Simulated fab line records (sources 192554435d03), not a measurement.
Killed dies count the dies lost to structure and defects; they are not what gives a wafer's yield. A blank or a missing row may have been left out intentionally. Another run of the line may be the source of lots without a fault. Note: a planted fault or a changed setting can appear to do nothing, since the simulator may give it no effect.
fab line records	flow n5_finfet
record lots=6	wafers=17	last_day=19
route steps=1938 shown FIN_SAQP@120 BEOL_M4@1111 PASSIVATION@1936
lots that met no fault: from a run of the same line without faults
start_h: hours from the record's first day to the start of the lot's first wafer shown	wait_h: hours since the lot's step before	" as in the row above	L1.1+2: one row covering several wafers at once	- no value present, or no start provided	* or withheld: withheld	< > ~ a bound
route shown NAME@n: names a module that has steps shown in the file, with the first one's number in the route	usual: average and standard deviation across the fault-free wafers	same: alike in all rows	chamber/n: place in a boat	sites: each site's reading	_std_site: how widely they spread, as a standard deviation	_edge_site: inner sites' mean taken away from outer sites' mean	radius_mm: for every site, how far away it sits from the centre of the wafer	mask NAME#n: copy n	behind: the tool/chamber that last shaped the wafer	hold: the reason the lot was held/the length of the hold in hours/how it ended	device: transistor that didn't switch, given as n, p or np	end of line: tests of these same wafers at the route's end	for a step that has no rows: nothing shown but its recipe	killed: count of dies lost to structure and defects at first sort (not the wafer's yield)	map: a wafer's dies, x killed, . not, _ none there
set.NAME: the setting as run; set.NAME@STEP: as run at that earlier step	model.NAME: the simulator's own value behind a step, which no gauge read
lots at selected steps of the route; one table per step, one row per wafer
services: a tool's chamber out of use, with start hour (start_h, from the record's first day; less than 0 if before it), hours out, and reason
## steps
# step N5_FIN_SAQP_MANDREL_ETCH_22
# recipe target_depth_a=600	chemistry=HBr/Cl2	target=a-Si	stop_on=SiNx	bt_time_s=10	over_etch_frac=0.5	time_s=30	pressure_mtorr=10	icp_w=800	bias_w=75	HBr_flow_sccm=150	Cl2_flow_sccm=80	ends=end_point
# step N5_FIN_SAQP_STRIP_55
# recipe chemistry=N2/H2	power_w=500	temp_c=40	pressure_mtorr=50	rf_frequency_hz=6e+07	overash_fraction=0.3	bias_power_w=28	h2_frac=0.5	n2_flow_sccm=300	h2_flow_sccm=300
# usual drypump_motor_current_A=5.6/0.48	oes_product_au=0.77/0.078	rf_vpp_V=122.1/1.5	showerhead_plenum_p_Torr=3.37/0.13	throttle_valve_pct=18.7/0.33
lot.wafer	tool	chamber	start_h	wait_h	drypump_motor_current_A	oes_product_au	rf_hours_counter_h	rf_vpp_V	showerhead_plenum_p_Torr	throttle_valve_pct
L723.1	rie_diel-06	3	81.83	0.3	6.0	0.81	86	125.1	3.54	18.6
L723.3	"	1	"	"	5.8	0.80	108	121.2	3.26	18.7
L723.5	"	3	"	"	6.0	0.81	-	123.8	3.54	18.5
L728.4	rie_diel-05	0	112.48	0.1	6.5	0.78	-	120.1	3.24	18.6
L728.5	"	1	"	"	5.1	0.72	-	121.6	3.44	18.8
L728.6	"	3	"	"	5.5	0.69	-	122.9	3.44	18.8
L731.1	rie_diel-05	1	130.72	0.1	5.1	0.71	234	124.9	3.44	18.8
L731.2	"	3	"	"	5.5	0.68	208	120.7	3.44	18.8
L731.3	"	2	"	"	5.2	1.01	2	123.7	3.55	17.9
L732.2	rie_diel-04	1	137.40	0.1	6.0	0.73	160	123.6	3.48	18.8
L732.3	"	0	"	"	4.7	0.86	61	122.7	3.39	19.0
L732.4	"	3	"	"	5.8	0.78	139	120.7	3.21	18.7
L735.2	rie_diel-05	3	155.03	0.1	5.5	0.69	216	124.5	3.43	18.8
L735.4	"	3	"	"	5.6	0.68	-	123.1	3.43	18.8
L735.5	"	2	"	"	5.2	0.95	-	121.8	3.55	17.9
L736.5	rie_diel-05	0	162.18	0.0	6.5	0.75	-	123.4	3.23	18.6
L736.6	"	3	"	"	5.6	0.69	-	124.3	3.43	18.8
# step N5_FIN_SAQP_STRIP_23
# recipe chemistry=SPM	time_s=750	temp_c=130	h2so4_h2o2_vol_ratio=4
# step N5_FIN_SAQP_SRD_66
# recipe dry=ipa_marangoni	time_s=30	temp_c=23	rinse_liquid=diw
# step N5_FIN_SAQP_RECESS_75
# recipe chemistry=HF/NH3	target=SiO2	target_depth_a=144	afs_cycles=3	temp_c=30	sublimation_temp_c=180	sublimation_time_s=60
# usual drypump_motor_current_A=5.09/0.3
# same afs_cycles=3
lot.wafer	tool	chamber	start_h	wait_h	drypump_motor_current_A
L723.1	vapor_etch-02	1	82.17	0.0	5.48
L723.3	"	0	"	"	4.85
L723.5	"	0	"	"	4.83
L728.4	vapor_etch-01	1	112.91	0.1	4.80
L728.5	"	1	"	"	4.81
L728.6	"	0	"	"	5.08
L731.1	vapor_etch-02	1	131.05	0.0	5.51
L731.2	"	0	"	"	4.86
L731.3	"	1	"	"	5.51
L732.2	vapor_etch-02	1	137.73	0.0	5.53
L732.3	"	0	"	"	4.85
L732.4	"	1	"	"	5.53
L735.2	vapor_etch-02	0	155.36	0.0	4.84
L735.4	"	1	"	"	5.51
L735.5	"	0	"	"	4.84
L736.5	vapor_etch-01	1	162.73	0.3	4.79
L736.6	"	0	"	"	5.08
# step N5_FIN_SAQP_SPACER1_ALD_24
# recipe material=SiO2	target_thk_a=203	temp_c=300	ald_precursor_family=BDEAS	ald_co_reactant=O2-plasma	pulse_time_s=1	purge_time_s=2	co_reactant_purge_time_s=2	ald_cycles=218	pressure_torr=2
# usual heater_power_w=466/51	precursor_pulse_height_rel=1.001/0.019
lot.wafer	tool	chamber	start_h	wait_h	heater_power_w	precursor_pulse_height_rel
L723.1	ald_sin-03	0	82.56	0.3	437	0.965
L723.3	"	3	"	"	465	0.988
L723.5	"	1	"	"	445	0.965
L728.4	ald_sin-04	2	113.17	0.1	591	1.025
L728.5	"	2	"	"	601	0.974
L728.6	"	1	"	"	485	0.985
L731.1	ald_sin-03	1	131.53	0.4	429	1.000
L731.2	"	3	"	"	470	1.021
L731.3	"	0	"	"	441	1.015
L732.2	ald_sin-01	1	138.11	0.3	475	0.986
L732.3	"	3	"	"	468	1.004
L732.4	"	2	"	"	468	0.982
L735.2	ald_sin-03	0	155.74	0.3	433	1.013
L735.4	"	2	"	"	439	1.050
L735.5	"	0	"	"	436	1.011
L736.5	ald_sin-01	3	164.12	1.3	469	0.995
L736.6	"	0	"	"	493	0.996
# step N5_FIN_SAQP_SPACER1_ETCHBACK_25
# recipe chemistry=CHF3/O2	mode=anisotropic_etchback	target=SiO2	target_depth_a=244	time_s=12.2	pressure_mtorr=30	source_w=650	bias_w=170	Ar_flow_sccm=200	CHF3_flow_sccm=50	O2_flow_sccm=5	ion_energy_ev=200
# step N5_FIN_SAQP_MANDREL1_REMOVE_56
# recipe chemistry=HBr/Cl2/O2	bt_time_s=10	target=a-Si	stop_on=SiNx	endpoint=OES-SiCl	over_etch_frac=1	icp_w=600	bias_w=22	HBr_flow_sccm=150	Cl2_flow_sccm=80	O2_flow_sccm=5	pressure_mtorr=10
# step N5_FIN_SAQP_CD_MEAS_27
# recipe target_cd_nm=20	landing_energy_ev=1000	detector=se_inlens	polarity=line
# usual cd_nm=20.33/0.25
# same landing_energy_ev=1000
lot.wafer	tool	chamber	start_h	wait_h	cd_nm
L723.1	cd_sem-03	0	83.47	0.1	20.26
L723.3	"	0	"	"	20.63
L723.5	"	0	"	"	20.12
L728.4	cd_sem-03	0	114.10	0.1	20.25
L728.5	"	0	"	"	20.74
L728.6	"	0	"	"	20.02
L731.1	cd_sem-03	0	132.79	0.1	20.07
L731.2	"	0	"	"	20.42
L731.3	"	0	"	"	20.22
L732.2	cd_sem-01	0	139.03	0.1	20.04
L732.3	"	0	"	"	20.28
L732.4	"	0	"	"	20.34
L735.2	cd_sem-02	0	156.67	0.1	20.15
L735.4	"	0	"	"	20.20
L735.5	"	0	"	"	19.84
L736.5	cd_sem-02	0	164.70	0.0	20.34
L736.6	"	0	"	"	19.97
# step N5_FIN_SAQP_ETCH_57
# recipe chemistry=CH3F/O2	target=SiNx	mask_material=SiO2	target_depth_a=325	time_s=46.4	pressure_mtorr=30	source_w=395	bias_w=73	Ar_flow_sccm=150	CH3F_flow_sccm=30	O2_flow_sccm=20	ion_energy_ev=120	ends=cleared
# step N5_FIN_SAQP_ETCH_65
# recipe chemistry=CF4	target=SiO2	target_depth_a=40	ion_energy_ev=350	time_s=4.4	pressure_mtorr=10	icp_w=800	bias_w=400	cf4_flow_sccm=80
# usual bias_w=399.9/1.2	drypump_motor_current_A=5.9/0.35	oes_product_au=1.001/0.019	throttle_valve_pct=21.82/0.29
lot.wafer	tool	chamber	start_h	wait_h	bias_w	drypump_motor_current_A	oes_product_au	rf_hours_counter_h	throttle_valve_pct
L723.1	rie_si-04	0	83.63	0.1	399.7	5.8	0.997	4	22.09
L723.3	"	1	"	"	399.4	5.8	1.002	77	21.81
L723.5	"	3	"	"	403.3	6.0	1.014	-	21.56
L728.4	rie_si-01	3	114.24	0.1	401.1	6.1	0.978	170	22.17
L728.5	"	3	"	"	398.3	6.1	0.967	-	22.18
L728.6	"	2	"	"	401.0	5.8	0.984	-	21.57
L731.1	rie_si-01	0	133.03	0.1	400.9	5.5	1.000	31	21.68
L731.2	"	3	"	"	401.7	6.1	0.972	170	22.21
L731.3	"	2	"	"	399.2	5.8	0.970	92	21.57
L732.2	rie_si-05	0	139.51	0.1	399.8	6.6	0.975	44	22.40
L732.3	"	1	"	"	402.7	5.7	1.042	60	21.61
L732.4	"	2	"	"	399.5	6.5	0.986	109	21.57
L735.2	rie_si-05	3	156.83	0.1	400.6	6.5	0.998	0	22.00
L735.4	"	0	"	"	397.9	6.6	0.991	45	22.40
L735.5	"	3	"	"	398.5	6.5	1.008	-	22.01
L736.5	rie_si-04	3	165.03	0.0	400.4	6.0	1.010	-	21.53
L736.6	"	0	"	"	398.6	5.8	1.004	-	22.08
# step N5_FIN_SAQP_MANDREL_ETCH_58
# recipe chemistry=HBr/Cl2	target=a-Si	target_depth_a=450	bt_time_s=10	stop_on=SiNx	mask_material=SiO2	over_etch_frac=0.8	time_s=27	pressure_mtorr=10	icp_w=800	bias_w=75	HBr_flow_sccm=150	Cl2_flow_sccm=80	ends=end_point
# usual bias_w=75.01/0.23	drypump_motor_current_A=5.9/0.34	oes_product_au=0.696/0.012	throttle_valve_pct=35.61/0.29
lot.wafer	tool	chamber	start_h	wait_h	bias_w	drypump_motor_current_A	oes_product_au	rf_hours_counter_h	throttle_valve_pct
L723.1	rie_si-04	0	83.66	0.0	75.10	5.8	0.690	4	35.75
L723.3	"	1	"	"	74.97	5.8	0.688	77	35.78
L723.5	"	3	"	"	75.35	6.0	0.693	-	35.36
L728.4	rie_si-01	3	114.28	0.0	74.81	6.1	0.686	170	35.82
L728.5	"	3	"	"	74.98	6.1	0.684	-	35.83
L728.6	"	2	"	"	75.15	5.8	0.678	-	35.29
L731.1	rie_si-01	0	133.07	0.0	74.93	5.5	0.720	31	35.49
L731.2	"	3	"	"	74.83	6.1	0.676	170	35.84
L731.3	"	2	"	"	75.01	5.8	0.681	92	35.28
L732.2	rie_si-05	0	139.54	0.0	74.80	6.7	0.690	44	36.24
L732.3	"	1	"	"	75.12	5.8	0.707	60	35.39
L732.4	"	2	"	"	74.72	6.5	0.708	109	35.15
L735.2	rie_si-05	3	156.86	0.0	75.12	6.5	0.690	0	35.84
L735.4	"	0	"	"	74.97	6.6	0.703	45	36.20
L735.5	"	3	"	"	75.27	6.5	0.705	-	35.80
L736.5	rie_si-04	3	165.08	0.0	74.72	6.0	0.701	-	35.35
L736.6	"	0	"	"	75.15	5.8	0.696	-	35.75
# step N5_FIN_SAQP_RECESS_63
# recipe chemistry=HF/NH3	target=SiO2	target_depth_a=180	afs_cycles=3	temp_c=30	sublimation_temp_c=180	sublimation_time_s=60
# usual afs_cycles=3/0	drypump_motor_current_A=5.04/0.26
lot.wafer	tool	chamber	start_h	wait_h	afs_cycles	drypump_motor_current_A
L723.1	vapor_etch-02	0	83.74	0.1	3	4.84
L723.3	"	0	"	"	3	4.87
L723.5	"	0	"	"	3	4.86
L728.4	vapor_etch-01	1	114.48	0.2	3	4.79
L728.5	"	1	"	"	3	4.81
L728.6	"	0	"	"	3	5.06
L731.1	vapor_etch-02	1	133.19	0.1	-	-
L731.2	"	0	"	"	-	-
L731.3	"	0	"	"	-	-
L732.2	vapor_etch-01	1	139.62	0.1	-	-
L732.3	"	1	"	"	-	-
L732.4	"	0	"	"	-	-
L735.2	vapor_etch-02	0	156.94	0.1	3	4.82
L735.4	"	0	"	"	3	4.83
L735.5	"	0	"	"	3	4.84
L736.5	vapor_etch-01	1	165.37	0.3	3	4.80
L736.6	"	0	"	"	3	5.09
# step N5_FIN_SAQP_COAT_68
# recipe resist=SOC	temp_c=250	time_s=60	spin_rpm=1500	resist_thk_nm=100
# step N5_BEOL_M4_RC_MEAS_101
# usual DIBL_N=37.2/2.1	DIBL_P=37.3/2.3	IOFF_N=0.18/0.041	IOFF_P=0.24/0.042	ION_N=680/13	ION_P=466/7.7	SS_N=71.8/0.68	SS_P=73.5/0.66	VT_N=249/3.6	VT_P=-248/3.4
lot.wafer	tool	chamber	start_h	wait_h	DIBL_N[mV/V]	DIBL_P[mV/V]	IOFF_N[nA/um]	IOFF_P[nA/um]	ION_N[uA/um]	ION_P[uA/um]	SS_N[mV/dec]	SS_P[mV/dec]	VT_N[mV]	VT_P[mV]
L723.1	prober-02	0	232.34	0.0	36.4	36.4	0.16	0.25	669	468	70.7	73.4	248	-244
L723.3	"	0	"	"	38.1	37.9	0.21	0.28	686	469	71.7	74.1	246	-243
L723.5	"	0	"	"	37.6	37.0	0.20	0.27	689	472	71.3	72.9	245	-243
L728.4	prober-02	0	261.56	0.5	36.4	36.4	0.15	0.17	666	453	71.2	73.0	249	-256
L728.5	"	0	"	"	36.9	37.7	0.15	0.19	664	446	71.6	73.6	250	-255
L728.6	"	0	"	"	36.3	37.3	0.15	0.19	667	451	71.4	73.2	250	-254
L735.2	prober-01	0	332.52	0.2	35.1	36.0	0.14	0.21	669	468	71.3	73.0	255	-251
L735.4	"	0	"	"	35.4	37.4	0.15	0.25	672	469	71.0	72.8	251	-246
L735.5	"	0	"	"	34.0	35.7	0.14	0.21	669	464	70.7	72.6	254	-249
L736.5	prober-02	0	336.51	0.6	39.7	40.4	0.25	0.33	698	472	72.4	74.7	246	-243
L736.6	"	0	"	"	39.6	39.7	0.24	0.31	690	468	72.3	74.9	247	-244
# step N5_PASSIVATION_PROBE_49
# usual defect_limited_yield=91.0/1.6	killed_at_M0_to_M3=35/11	killed_at_M4_up=14/5.3	killed_at_contacts=13/6.7	killed_at_front_end=41/12	killed_at_other=3.9/2.7	killed_dies=106/19	killed_on_rim=14/4	killed_open=70/14	killed_short=35/8.8	sort_bin_5_function=5.3/1	sort_bin_6_memory=3.3/0.81	sort_n_pass=1073/19	sort_yield_pct=91.0/1.6
# same gross_dies=1180	killed_at_back_side=0	sort_bin_4_leakage[%]=0	sort_bin_8_speed[%]=0
lot.wafer	tool	chamber	start_h	wait_h	defect_limited_yield[%]	killed_at_M0_to_M3	killed_at_M4_up	killed_at_contacts	killed_at_front_end	killed_at_other	killed_dies	killed_on_rim	killed_open	killed_short	sort_bin_5_function[%]	sort_bin_6_memory[%]	sort_n_pass	sort_yield_pct[%]
L732.2	prober-01	-	422.83	0.1	0	59	9	16	1094	2	1180	152	96	35	94.4	5.2	0	0
L732.3	prober-01	-	422.88	0.1	0	40	8	14	1117	1	1180	152	66	41	96.1	3.6	0	0
L732.4	prober-01	-	422.93	0.2	0	40	8	16	1115	1	1180	152	81	35	96.0	3.6	0	0
L731.1	prober-02	-	423.41	0.0	0	23	12	5	1137	3	1180	152	63	44	96.7	3.0	0	0
L731.2	prober-02	-	423.46	0.1	0	28	11	12	1128	1	1180	152	68	38	95.9	3.6	0	0
L731.3	prober-02	-	423.51	0.1	0	20	6	7	1145	2	1180	152	63	20	97.3	2.5	0	0
# killed by level:class
L732.2 FIN_SAQP:area_recess=1048 STI_FIN_REVEAL:geometric_particle:open=21 BEOL_M0_SAQP:geometric_particle:open=19 BEOL_M2:geometric_particle:open=15 MOL_CONTACT_COAG:geometric_particle:open=13 BEOL_M0_SAQP:geometric_particle:short=13 BEOL_M1:geometric_particle:open=8 STI_FIN_REVEAL:geometric_particle:short=6
L732.3 FIN_SAQP:area_recess=1070 STI_FIN_REVEAL:geometric_particle:open=11 MOL_CONTACT_COAG:geometric_particle:open=11 BEOL_M0_SAQP:geometric_particle:short=10 FIN_SAQP:geometric_particle:open=9 BEOL_M0_SAQP:geometric_particle:open=9 GATE_CUT:geometric_particle:short=8 BEOL_M3:geometric_particle:open=6
L732.4 FIN_SAQP:area_recess=1063 STI_FIN_REVEAL:geometric_particle:open=22 MOL_CONTACT_COAG:geometric_particle:open=14 BEOL_M0_SAQP:geometric_particle:short=10 BEOL_M0_SAQP:geometric_particle:open=9 FIN_SAQP:geometric_particle:open=7 GATE_CUT:geometric_particle:short=7 BEOL_M2:geometric_particle:open=7
L731.1 FIN_SAQP:area_recess=1073 FIN_SAQP:geometric_particle:short=17 FIN_SAQP:geometric_particle:open=16 STI_FIN_REVEAL:geometric_particle:open=9 BEOL_M2:geometric_particle:open=9 GATE_CUT:geometric_particle:short=6 MOL_CONTACT_COAG:geometric_particle:open=4 BEOL_M3:geometric_particle:open=4
L731.2 FIN_SAQP:area_recess=1074 FIN_SAQP:geometric_particle:open=13 GATE_CUT:geometric_particle:short=12 MOL_CONTACT_COAG:geometric_particle:open=11 STI_FIN_REVEAL:geometric_particle:open=10 FIN_SAQP:geometric_particle:short=8 BEOL_M1:geometric_particle:open=7 BEOL_M2:geometric_particle:open=7
L731.3 FIN_SAQP:area_recess=1097 STI_FIN_REVEAL:geometric_particle:open=14 BEOL_M2:geometric_particle:open=10 FIN_SAQP:geometric_particle:open=8 FIN_SAQP:geometric_particle:short=8 BEOL_M3:geometric_particle:open=6 DUMMY_GATE:geometric_particle:open=5 GATE_CUT:geometric_particle:open=4
# map L731.1 (x killed, . not)
_________________xxxxxxxxxxxx________________
______________xxxxxxxxxxxxxxxxxx_____________
___________xxxxxxxxxxxxxxxxxxxxxxxx__________
__________xxxxxxxxxxxxxxxxxxxxxxxxxx_________
________xxxxxxxxxxxxxxxxxxxxxxxxxxxxxx_______
_______xxxxxxxxxxxxxxxxxxxxxxxxxxxxxxxx______
______xxxxxxxxxxxxxxxxxxxxxxxxxxxxxxxxxx_____
_____xxxxxxxxxxxxxxxxxxxxxxxxxxxxxxxxxxxx____
____xxxxxxxxxxxxxxxxxxxxxxxxxxxxxxxxxxxxxx___
___xxxxxxxxxxxxxxxxxxxxxxxxxxxxxxxxxxxxxxxx__
___xxxxxxxxxxxxxxxxxxxxxxxxxxxxxxxxxxxxxxxx__
__xxxxxxxxxxxxxxxxxxxxxxxxxxxxxxxxxxxxxxxxxx_
__xxxxxxxxxxxxxxxxxxxxxxxxxxxxxxxxxxxxxxxxxx_
_xxxxxxxxxxxxxxxxxxxxxxxxxxxxxxxxxxxxxxxxxxxx
_xxxxxxxxxxxxxxxxxxxxxxxxxxxxxxxxxxxxxxxxxxxx
_xxxxxxxxxxxxxxxxxxxxxxxxxxxxxxxxxxxxxxxxxxxx
_xxxxxxxxxxxxxxxxxxxxxxxxxxxxxxxxxxxxxxxxxxxx
_xxxxxxxxxxxxxxxxxxxxxxxxxxxxxxxxxxxxxxxxxxxx
_xxxxxxxxxxxxxxxxxxxxxxxxxxxxxxxxxxxxxxxxxxxx
_xxxxxxxxxxxxxxxxxxxxxxxxxxxxxxxxxxxxxxxxxxxx
_xxxxxxxxxxxxxxxxxxxxxxxxxxxxxxxxxxxxxxxxxxxx
__xxxxxxxxxxxxxxxxxxxxxxxxxxxxxxxxxxxxxxxxxx_
__xxxxxxxxxxxxxxxxxxxxxxxxxxxxxxxxxxxxxxxxxx_
___xxxxxxxxxxxxxxxxxxxxxxxxxxxxxxxxxxxxxxxx__
___xxxxxxxxxxxxxxxxxxxxxxxxxxxxxxxxxxxxxxxx__
____xxxxxxxxxxxxxxxxxxxxxxxxxxxxxxxxxxxxxx___
_____xxxxxxxxxxxxxxxxxxxxxxxxxxxxxxxxxxxx____
______xxxxxxxxxxxxxxxxxxxxxxxxxxxxxxxxxx_____
_______xxxxxxxxxxxxxxxxxxxxxxxxxxxxxxxx______
________xxxxxxxxxxxxxxxxxxxxxxxxxxxxxx_______
__________xxxxxxxxxxxxxxxxxxxxxxxxxx_________
___________xxxxxxxxxxxxxxxxxxxxxxxx__________
______________xxxxxxxxxxxxxxxxxx_____________
_________________xxxxxxxxxxxx________________
# map L732.2 (x killed, . not)
_________________xxxxxxxxxxxx________________
______________xxxxxxxxxxxxxxxxxx_____________
___________xxxxxxxxxxxxxxxxxxxxxxxx__________
__________xxxxxxxxxxxxxxxxxxxxxxxxxx_________
________xxxxxxxxxxxxxxxxxxxxxxxxxxxxxx_______
_______xxxxxxxxxxxxxxxxxxxxxxxxxxxxxxxx______
______xxxxxxxxxxxxxxxxxxxxxxxxxxxxxxxxxx_____
_____xxxxxxxxxxxxxxxxxxxxxxxxxxxxxxxxxxxx____
____xxxxxxxxxxxxxxxxxxxxxxxxxxxxxxxxxxxxxx___
___xxxxxxxxxxxxxxxxxxxxxxxxxxxxxxxxxxxxxxxx__
___xxxxxxxxxxxxxxxxxxxxxxxxxxxxxxxxxxxxxxxx__
__xxxxxxxxxxxxxxxxxxxxxxxxxxxxxxxxxxxxxxxxxx_
__xxxxxxxxxxxxxxxxxxxxxxxxxxxxxxxxxxxxxxxxxx_
_xxxxxxxxxxxxxxxxxxxxxxxxxxxxxxxxxxxxxxxxxxxx
_xxxxxxxxxxxxxxxxxxxxxxxxxxxxxxxxxxxxxxxxxxxx
_xxxxxxxxxxxxxxxxxxxxxxxxxxxxxxxxxxxxxxxxxxxx
_xxxxxxxxxxxxxxxxxxxxxxxxxxxxxxxxxxxxxxxxxxxx
_xxxxxxxxxxxxxxxxxxxxxxxxxxxxxxxxxxxxxxxxxxxx
_xxxxxxxxxxxxxxxxxxxxxxxxxxxxxxxxxxxxxxxxxxxx
_xxxxxxxxxxxxxxxxxxxxxxxxxxxxxxxxxxxxxxxxxxxx
_xxxxxxxxxxxxxxxxxxxxxxxxxxxxxxxxxxxxxxxxxxxx
__xxxxxxxxxxxxxxxxxxxxxxxxxxxxxxxxxxxxxxxxxx_
__xxxxxxxxxxxxxxxxxxxxxxxxxxxxxxxxxxxxxxxxxx_
___xxxxxxxxxxxxxxxxxxxxxxxxxxxxxxxxxxxxxxxx__
___xxxxxxxxxxxxxxxxxxxxxxxxxxxxxxxxxxxxxxxx__
____xxxxxxxxxxxxxxxxxxxxxxxxxxxxxxxxxxxxxx___
_____xxxxxxxxxxxxxxxxxxxxxxxxxxxxxxxxxxxx____
______xxxxxxxxxxxxxxxxxxxxxxxxxxxxxxxxxx_____
_______xxxxxxxxxxxxxxxxxxxxxxxxxxxxxxxx______
________xxxxxxxxxxxxxxxxxxxxxxxxxxxxxx_______
__________xxxxxxxxxxxxxxxxxxxxxxxxxx_________
___________xxxxxxxxxxxxxxxxxxxxxxxx__________
______________xxxxxxxxxxxxxxxxxx_____________
_________________xxxxxxxxxxxx________________
## services
tool	chamber	start_h	hours	kind
rie_diel-06	0	65.14	-	clean
rie_diel-06	0	65.14	-	consumable_replace:focus_ring
rie_diel-06	0	65.14	-	consumable_replace:showerhead
rie_diel-06	0	65.14	31.0	scheduled_down
rie_diel-06	0	65.14	31.0	vent_cycle
rie_diel-04	1	72.66	7.5	repair
rie_diel-05	2	89.97	4.8	repair
rie_diel-05	2	95.16	-	clean
rie_diel-05	2	95.16	-	consumable_replace:focus_ring
rie_diel-05	2	95.16	-	consumable_replace:showerhead
rie_diel-05	2	95.16	32.9	scheduled_down
rie_diel-05	2	95.16	32.9	vent_cycle
rie_diel-04	1	106.99	5.1	repair
ald_sin-03	0	108.21	10.9	repair
ald_sin-04	-	111.52	0.6	repair
rie_si-05	3	116.48	-	clean
rie_si-05	3	116.48	13.3	scheduled_down
rie_si-05	3	116.48	13.3	vent_cycle
ald_sin-04	1	117.69	4.4	repair
rie_si-05	2	118.13	4.7	repair
rie_diel-05	0	147.50	7.9	repair
ald_sin-01	2	154.61	3.5	repair
ald_sin-03	3	157.48	4.7	repair
rie_diel-04	2	158.73	9.8	repair
## key
first_sign step=N5_FIN_SAQP_RECESS_63	reading=tool_record	direction=missing
effect step=N5_PASSIVATION_PROBE_49	reading=sort_bin_5_function	direction=up	sigmas=91	usual=5.3	struck=96.1
more_kills_born_at N5_FIN_SAQP_RECESS_63@vapor_etch-02=3244	N5_FIN_SAQP_RECESS_63@vapor_etch-01=3181
met_at N5_FIN_SAQP_RECESS_63
struck_wafers L731.1,L731.2,L731.3,L732.2,L732.3,L732.4
later_rows_left_out L731.1,L731.2,L731.3,L732.2,L732.3,L732.4
onset_between 114.48 133.19
fault kind=skipped_step_whole	tool=vapor_etch-01,vapor_etch-02	chamber=-	onset_h=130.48	steps=N5_FIN_SAQP_RECESS_63	scope=struck_lots_only
# later_rows_left_out: the simulator's readings of these wafers behind a module that went badly wrong aren't trusted and aren't shown, but for the sort
